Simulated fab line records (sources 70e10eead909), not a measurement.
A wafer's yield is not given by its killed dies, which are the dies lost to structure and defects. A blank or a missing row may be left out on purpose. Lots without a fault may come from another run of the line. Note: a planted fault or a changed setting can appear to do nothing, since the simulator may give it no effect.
fab line records -- flow nand-harc
[record] lots = 5, wafers = 15, last-day = 30
route steps=1302 shown A_STAIRCASE@837 END@1302
lots that met no fault: from a run of the same line without faults
start-h: hours from the record's opening day to when the first of the lot's shown wafers began -- wait-h: how many hours have passed since the lot's step before this one -- " the same as in the row above -- L1.1+2: several wafers, shown together as one row -- - no value, or no start was given -- * or withheld: withheld -- < > ~ a bound
route shown NAME@n: names a module that has steps shown in the file, with the first one's number in the route -- usual: average and standard deviation across the fault-free wafers -- same: alike in all rows -- chamber/n: place in a boat -- sites: the reading at each site -- _std_site: the values' standard deviation -- _edge_site: the outer-site mean with the inner-site mean subtracted -- radius-mm: for every site, how far away it sits from the centre of the wafer -- mask NAME#n: copy n -- behind: the tool/chamber that last shaped the wafer -- hold: the reason the lot was held/the length of the hold in hours/how it ended -- device: the n, p or np transistor that did not switch -- end of line: the tests these same wafers got at the end of their route -- a step given without rows: its recipe and nothing more -- killed: the dies lost at the first sort to structure and to defects; this is not the yield of the wafer -- map: per-die view of a wafer (x killed, . not killed, _ where there is no die)
set.NAME: the setting as run; set.NAME@STEP: as run at that earlier step -- model.NAME: the simulator's own value behind a step, which no gauge read
lots at selected steps of the route; one table per step, one row per wafer
services: from which hour (start-h, from the record's first day; less than 0 if before it) a tool's chamber was out of use, for how many hours, and why
[[steps]]
[step NHARC_A_STAIRCASE_STRIP_317]
[recipe] time-s = 900, temp-c = 130, chemistry = SPM
[step NHARC_A_STAIRCASE_PRECLEAN_318]
[recipe] time-s = *, temp-c = 50, bath-age-min = 0, chemistry = SC1
[step NHARC_A_STAIRCASE_SRD_329]
[step NHARC_A_STAIRCASE_ALD_415]
[recipe] target-thk-a = 300, pulse-time-s = 6, ald-cycles = 300, temp-c = 300, material = SiO2
[step NHARC_A_STAIRCASE_ETCHBACK_416]
[recipe] target-depth-a = 360, time-s = 7.2, c4f8-flow-sccm = withheld, o2-flow-sccm = 8, ar-flow-sccm = withheld, rf-w = 600, bias-w = 800, chemistry = C4F8/O2/Ar
[usual] oes-product-au = 0.932/0.026, rf-vpp-V = 724/4.8
lot.wafer,tool,chamber,start-h,wait-h,oes-product-au,rf-hours-counter-h,rf-vpp-V
L674.1,rie-diel-04,1,-,-,0.917,16,722
L674.3,rie-diel-04,2,-,-,0.916,20,716
L674.5,rie-diel-04,0,-,-,0.944,-,730
L675.1,rie-diel-09,0,-,-,0.901,40,730
L675.2,rie-diel-09,3,-,-,0.918,42,720
L675.4,rie-diel-09,3,-,-,0.929,-,722
L676.4,rie-diel-04,0,-,-,0.938,26,729
L676.2,rie-diel-04,1,-,-,0.920,26,722
L676.5,rie-diel-04,0,-,-,0.936,-,729
L684.3,rie-diel-13,0,-,-,1.020,2,723
L684.1,rie-diel-13,1,-,-,0.974,2,716
L684.2,rie-diel-13,2,-,-,1.029,2,725
L686.1,rie-diel-04,3,-,-,0.925,4,717
L686.6,rie-diel-04,3,-,-,0.943,-,718
L686.5,rie-diel-04,0,-,-,0.954,-,729
[step NHARC_A_STAIRCASE_STRIP_476]
[recipe] time-s = 20, o2-flow-sccm = 500, ar-flow-sccm = 0, bias-w = 0, chemistry = O2
[usual] drypump-motor-current-A = 5.7/0.33, oes-product-au = 1.000/0.016, rf-vpp-V = 57.8/0.99, showerhead-plenum-p-Torr = 3.53/0.16, throttle-valve-pct = 17.036/0.0081
lot.wafer,tool,chamber,start-h,wait-h,drypump-motor-current-A,oes-product-au,rf-hours-counter-h,rf-vpp-V,showerhead-plenum-p-Torr,throttle-valve-pct
L674.3,rie-diel-04,2,436.34,0.1,5.6,0.985,20,57.5,3.30,17.026
L674.1,rie-diel-04,0,436.34,0.1,5.7,1.020,19,57.6,3.73,17.043
L674.5,rie-diel-04,2,436.34,0.1,5.6,0.992,-,57.2,3.30,17.051
L675.2,rie-diel-09,3,446.74,0.1,5.4,1.006,42,57.3,3.43,17.054
L675.1,rie-diel-09,2,446.74,0.1,6.2,0.985,42,58.3,3.64,17.038
L675.4,rie-diel-09,0,446.74,0.1,6.1,0.984,-,59.4,3.76,17.045
L676.4,rie-diel-04,3,460.04,0.1,6.2,0.997,28,57.2,3.36,17.029
L676.2,rie-diel-04,2,460.04,0.1,5.6,0.990,31,57.7,3.29,17.041
L676.5,rie-diel-04,3,460.04,0.1,6.2,0.999,-,55.3,3.36,17.041
L684.2,rie-diel-13,3,535.73,0.1,5.2,1.010,2,58.8,3.71,17.040
L684.1,rie-diel-13,0,535.73,0.1,5.6,1.023,2,56.8,3.50,17.018
L684.3,rie-diel-13,2,535.73,0.1,5.2,1.029,2,58.0,3.63,17.032
L686.1,rie-diel-04,1,552.37,0.1,5.4,0.967,3,56.6,3.46,17.033
L686.6,rie-diel-04,0,552.37,0.1,5.7,1.031,-,59.3,3.70,17.032
L686.5,rie-diel-04,1,552.37,0.1,5.4,0.960,-,58.7,3.46,17.033
[step NHARC_A_STAIRCASE_DEP_417]
[recipe] target-thk-a = 600, step-coverage-pct = 20, temp-c = 400, target-thk-nm = 60, flow-sccm = 200, rf-w = 450, material = Si3N4
[step NHARC_A_STAIRCASE_WET_418]
[recipe] temp-c = 160, target-depth-a = 200, chemistry = H3PO4
[step NHARC_A_STAIRCASE_PRECLEAN_419]
[recipe] time-s = *, temp-c = 50, bath-age-min = 0, chemistry = SC1
[step NHARC_A_STAIRCASE_SRD_421]
[step NHARC_A_STAIRCASE_ALD_420]
[recipe] target-thk-a = 200, pulse-time-s = 6, ald-cycles = 200, temp-c = 300, material = SiO2
[usual] heater-power-w = 446/35, precursor-pulse-height-rel = 1.003/0.021
lot.wafer,tool,chamber,start-h,wait-h,heater-power-w,precursor-pulse-height-rel
L674.3,ald-hk-01,1,439.45,-,479,1.034
L674.1,ald-hk-01,2,439.45,-,434,1.006
L674.5,ald-hk-01,0,439.45,-,398,1.033
L675.4,ald-hk-04,0,449.71,-,424,1.009
L675.1,ald-hk-04,1,449.71,-,466,0.979
L675.2,ald-hk-04,2,449.71,-,460,1.017
L676.4,ald-hk-01,0,463.16,-,398,1.005
L676.2,ald-hk-01,1,463.16,-,480,0.974
L676.5,ald-hk-01,3,463.16,-,396,0.988
L684.3,ald-hk-01,2,538.78,-,425,1.017
L684.2,ald-hk-01,0,538.78,-,401,1.004
L684.1,ald-hk-01,1,538.78,-,510,0.968
L686.1,ald-hk-02,3,558.24,-,485,1.017
L686.5,ald-hk-02,3,558.24,-,491,0.980
L686.6,ald-hk-02,0,558.24,-,439,1.011
[step NHARC_A_STAIRCASE_CVD_552]
[recipe] target-thk-a = 400, temp-c = 700, pressure-mtorr = 300, material = SiNx
lot.wafer,tool,chamber,start-h,wait-h
L674.1+3+5,lpcvd-01,1,443.68,-
L675.1+2+4,lpcvd-01,1,454.10,-
L676.2+4+5,lpcvd-02,1,467.40,-
L684.1+2+3,lpcvd-01,0,543.07,-
L686.1+5+6,lpcvd-02,1,562.79,-
[step NHARC_A_STAIRCASE_DEP_151]
[recipe] target-thk-a = 72000, temp-c = 400, target-thk-nm = 7200, teos-flow-sccm = 200, rf-w = 500, material = SiO2
[step NHARC_A_STAIRCASE_ANNEAL_320]
[recipe] temp-c = 750, time-s = 1800
[step NHARC_A_STAIRCASE_DEP_322]
[recipe] target-thk-a = 72000, temp-c = 400, target-thk-nm = 7200, teos-flow-sccm = 200, rf-w = 500, material = SiO2
[step NHARC_A_STAIRCASE_ANNEAL_323]
[recipe] temp-c = 750, time-s = 1800
[step NHARC_A_STAIRCASE_DEP_325]
[recipe] target-thk-a = 72000, temp-c = 400, target-thk-nm = 7200, teos-flow-sccm = 200, rf-w = 500, material = SiO2
[step NHARC_A_STAIRCASE_ANNEAL_326]
[recipe] temp-c = 750, time-s = 1800
[step NHARC_A_STAIRCASE_DEHYDRATE_433]
[recipe] temp-c = 150, time-s = 120
[step NHARC_A_STAIRCASE_HMDS_434]
[recipe] time-s = 30
[step NHARC_A_STAIRCASE_COAT_435]
[recipe] spin-rpm = 1200
[step NHARC_A_STAIRCASE_SOFTBAKE_436]
[recipe] temp-c = 135, time-s = 170
[step NHARC_A_STAIRCASE_EBR_437]
[step NHARC_A_STAIRCASE_EXPOSE_438]
[recipe] na = 0.5, dose-mj = 28.97, mask-id = STAIR_REV
[step NHARC_A_STAIRCASE_PEB_439]
[recipe] peb-temp-c = 115, peb-time-s = 130
[step NHARC_A_STAIRCASE_DEVELOP_440]
[recipe] time-s = 140
[step NHARC_A_STAIRCASE_HARDBAKE_442]
[recipe] temp-c = 120, time-s = 140
[step NHARC_A_STAIRCASE_DESCUM_443]
[recipe] time-s = 3, o2-flow-sccm = 200, ar-flow-sccm = 0, bias-power-w = 0, chemistry = O2
[step NHARC_A_STAIRCASE_ETCH_444]
[recipe] target-depth-a = 2.04e+05, time-s = 6800, c4f8-flow-sccm = 20, o2-flow-sccm = 10, ar-flow-sccm = withheld, rf-w = 600, bias-w = 1000, chemistry = C4F8/O2
[step NHARC_A_STAIRCASE_STRIP_446]
[recipe] power-w = 1500, temp-c = 250, chemistry = O2
[usual] drypump-motor-current-A = 5.83/0.28, heater-power-w = 335/54
lot.wafer,tool,chamber,start-h,wait-h,drypump-motor-current-A,heater-power-w,rf-hours-counter-h
L674.1,plasma-asher-02,1,476.62,0.0,6.06,373,8
L674.3,plasma-asher-02,1,476.62,0.0,6.09,376,-
L674.5,plasma-asher-02,0,476.62,0.0,6.00,240,-
L675.2,plasma-asher-02,1,487.13,0.0,6.05,368,11
L675.1,plasma-asher-02,0,487.13,0.0,6.02,244,11
L675.4,plasma-asher-02,0,487.13,0.0,6.00,240,-
L676.2,plasma-asher-01,0,502.92,0.0,5.38,335,30
L676.4,plasma-asher-01,1,502.92,0.0,5.96,375,-
L676.5,plasma-asher-01,1,502.92,0.0,5.97,386,-
L684.2,plasma-asher-02,0,576.18,0.0,6.00,249,31
L684.1,plasma-asher-02,1,576.18,0.0,6.06,374,31
L684.3,plasma-asher-02,1,576.18,0.0,6.05,360,-
L686.1,plasma-asher-01,0,600.74,0.0,5.39,330,14
L686.5,plasma-asher-01,0,600.74,0.0,5.38,327,-
L686.6,plasma-asher-01,1,600.74,0.0,5.93,392,-
[step NHARC_A_STAIRCASE_STRIP_447]
[recipe] time-s = 900, temp-c = 130, chemistry = SPM
[step NHARC_A_STAIRCASE_PRECLEAN_448]
[recipe] time-s = *, temp-c = 50, bath-age-min = 0, chemistry = SC1
[step NHARC_A_STAIRCASE_SRD_449]
[step NHARC_A_STAIRCASE_CMP_450]
[recipe] target-thk-nm = 200, material = SiO2
[step NHARC_A_STAIRCASE_CMP_152]
[usual] motor-current-A = 11.8/1.2, slurry-flow-ml-min = 150.0/0.4
lot.wafer,tool,chamber,start-h,wait-h,motor-current-A,slurry-flow-ml-min
L674.1,cmp-02,3,477.53,0.1,11.0,149.9
L674.3,cmp-02,0,477.53,0.1,13.5,150.2
L674.5,cmp-02,3,477.53,0.1,10.5,149.9
L675.1,cmp-01,3,488.03,0.1,11.5,150.3
L675.2,cmp-01,0,488.03,0.1,10.1,149.2
L675.4,cmp-01,1,488.03,0.1,11.5,150.2
L676.2,cmp-02,3,503.80,0.1,10.8,150.6
L676.4,cmp-02,2,503.80,0.1,12.2,150.8
L676.5,cmp-02,0,503.80,0.1,12.8,150.2
L684.3,cmp-01,0,577.05,0.1,9.9,150.2
L684.2,cmp-01,1,577.05,0.1,11.3,149.9
L684.1,cmp-01,2,577.05,0.1,12.5,150.9
L686.1,cmp-02,3,601.63,0.1,10.4,150.5
L686.5,cmp-02,1,601.63,0.1,13.1,150.0
L686.6,cmp-02,2,601.63,0.1,12.0,150.5
[step NHARC_END_SORT_01]
[recipe] temp-c = 25
[usual] killed-at-array = 54/17, killed-at-other = 0.7/1, killed-at-periphery = 3.7/2.9, killed-dies = 58/16, killed-open = 3.2/1.9, killed-short = 2.2/1.5
[same] gross-dies = 677
lot.wafer,tool,chamber,start-h,wait-h,killed-at-array,killed-at-other,killed-at-periphery,killed-dies,killed-open,killed-short
L684.1,prober-01,0,706.24,2.5,389,0,2,391,1,0
L684.2,prober-01,0,707.02,2.8,388,0,6,394,3,5
L684.3,prober-01,0,707.81,3.0,367,0,7,374,3,0
// killed by level:class
L684.1 A_STAIRCASE:area-cvd=341 A_CHANNEL_HOLE_D2:chamber-film-flake=14 A_CHANNEL_HOLE_D1:chamber-film-flake=12 A_CONTACT:chamber-film-flake=10 A_CHANNEL_FILL_D2:chamber-film-flake=3 A_SLIT:chamber-film-flake=3 A_STAIRCASE:chamber-film-flake=2 P_M0:geometric-particle:open=1
L684.2 A_STAIRCASE:area-cvd=346 A_CHANNEL_HOLE_D2:chamber-film-flake=17 A_CHANNEL_HOLE_D1:chamber-film-flake=7 P_BONDPAD:chamber-film-flake=4 A_CONTACT:chamber-film-flake=3 A_BLC:geometric-particle:open=2 A_CHANNEL_FILL_D1:chamber-film-flake=2 A_DECK1_JOINT:chamber-film-flake=2
L684.3 A_STAIRCASE:area-cvd=333 A_CHANNEL_HOLE_D2:chamber-film-flake=19 A_CHANNEL_HOLE_D1:chamber-film-flake=6 A_SLIT:chamber-film-flake=4 P_BONDPAD:chamber-film-flake=3 P_GATE:geometric-particle:open=1 P_CONTACT:geometric-particle:open=1 A_DECK1_JOINT:geometric-particle:open=1
// map L684.2 (x killed, . not)
____________x____________
_________xxxxxxx_________
_______xxxxxxxxxxx_______
______xxxxxxxxxxxxx______
_____xxxxxxxxxxxxxxx_____
____xxxxxxx.xxxxxxxxx____
____xxxxx..x..xxxxxxx____
___xxxx.xxx...x..xxxxx___
___xxx.....x.....xxxxx___
__xxxxx............xxxx__
__xxxxxx........x.xxxxx__
_xxxxxx.x......x....xxxx_
_xxxxxx............xxxxx_
_xxxxx..x...x.....x.xxxx_
_xx.xxx......xx.x..x.xxx_
_xxxx.........xxxx..xxxx_
xxxxx.........xxx..x..xxx
xxxx.x........xx.....xxxx
xxxxx.........xx..x.xxxxx
xxxx.x........x..x.xxx.xx
xxx....x...........x.xxxx
_xxx.x.....x.x.x.....xxx_
_xxxx...............xxxx_
_xxxxx..............x.xx_
_xxxx.............x.xxxx_
_xxx.x.............xxxxx_
__xx.xx..........x..xxx__
__xxxx.x.........xxxxxx__
___xxxxx..x.......x.xx___
___xxxx.x.......xxxxxx___
____xxxxx.x...xxxxxxx____
____xxxxxxxxxx.xxxxxx____
_____xxxxxxxxxxxxxxx_____
______xxxxxxxxxxxxx______
_______xxxxxxxxxxx_______
_________xxxxxxx_________
____________x____________
// map L675.4 (x killed, . not)
____________.____________
_________......._________
_______..........._______
______......x......______
_____..............._____
____.................____
____......x..........____
___.............x.....___
___...................___
__....x................__
__.x.................x.__
_......................._
_...................x.x._
_...........x.....xx...._
_.........x...........x._
_.........x.xx.........._
..........x.xxx..........
.........x.xxx.x.........
..........x.xxx..........
.x........xxxxx.....x....
....x.....x.x..x.x.......
_.....x...x.xxxx........_
_...........xxx........._
_.........x............._
_................x......_
_..............x........_
__.....................__
__.....................__
___............x......___
___...................___
____...............x.____
____..............x..____
_____.....x.x......._____
______.............______
_______..........._______
_________x......_________
____________.____________
[[services]]
tool,chamber,start-h,hours,kind
rie-diel-04,0,415.14,-,clean
rie-diel-04,1,415.14,-,clean
plasma-asher-02,-,426.13,9.0,pm
cmp-02,-,428.51,4.0,pm
cmp-01,-,431.52,0.3,repair
rie-diel-09,1,443.80,8.7,repair
cmp-02,-,452.24,1.5,repair
cmp-01,-,458.25,0.8,repair
ald-hk-04,-,466.75,1.1,repair
cmp-02,-,468.79,1.6,repair
lpcvd-01,-,478.11,0.3,repair
cmp-01,-,479.61,4.0,pm
rie-diel-09,-,497.14,9.0,pm
cmp-02,-,516.51,0.5,repair
plasma-asher-01,-,519.19,9.0,pm
rie-diel-13,-,519.23,9.0,pm
cmp-02,-,526.51,4.0,pm
rie-diel-04,-,534.14,9.0,pm
rie-diel-13,0,543.73,4.0,repair
cmp-01,-,573.51,1.7,repair
cmp-01,-,577.61,4.0,pm
cmp-02,-,583.59,0.6,repair
cmp-01,-,588.18,3.1,repair
plasma-asher-02,-,595.55,1.3,repair
[[key]]
[first-sign] step = NHARC_END_SORT_01, reading = killed-dies, direction = up, sigmas = 20, usual = 58, struck = 386
[effect] step = NHARC_END_SORT_01, reading = killed-at-array, direction = up, sigmas = 20, usual = 54, struck = 381
[more-kills-born-at] NHARC_A_STAIRCASE_CVD_552@lpcvd-01 = 1020
met-at NHARC_A_STAIRCASE_CVD_552
struck-wafers L684.1,L684.2,L684.3
later-rows-left-out L684.1,L684.2
tester-left-out L684
also-fits NHARC_A_STAIRCASE_ETCHBACK_416:rie-diel-13,NHARC_A_STAIRCASE_STRIP_476:rie-diel-13,NHARC_A_STAIRCASE_ALD_420:ald-hk-01,NHARC_A_STAIRCASE_STRIP_446:plasma-asher-02
[fault] kind = process-parameter-drift, tool = lpcvd-01, chamber = 0, onset-h = 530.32, steps = NHARC_A_STAIRCASE_CVD_552, channel = target-thk-a, offset = *, shape = step, end-h = 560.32, acts-in = *, stated = *
// tester-left-out: of these lots the tester's yield and bins aren't shown, on N5 and GAA mostly nor the transistor test; their killed dies are dies lost to structure and defects alone, not to doping, threshold or leakage, so they don't give the yield
// later-rows-left-out: the simulator's readings of these wafers behind a module that went badly wrong aren't trusted and aren't shown, but for the sort
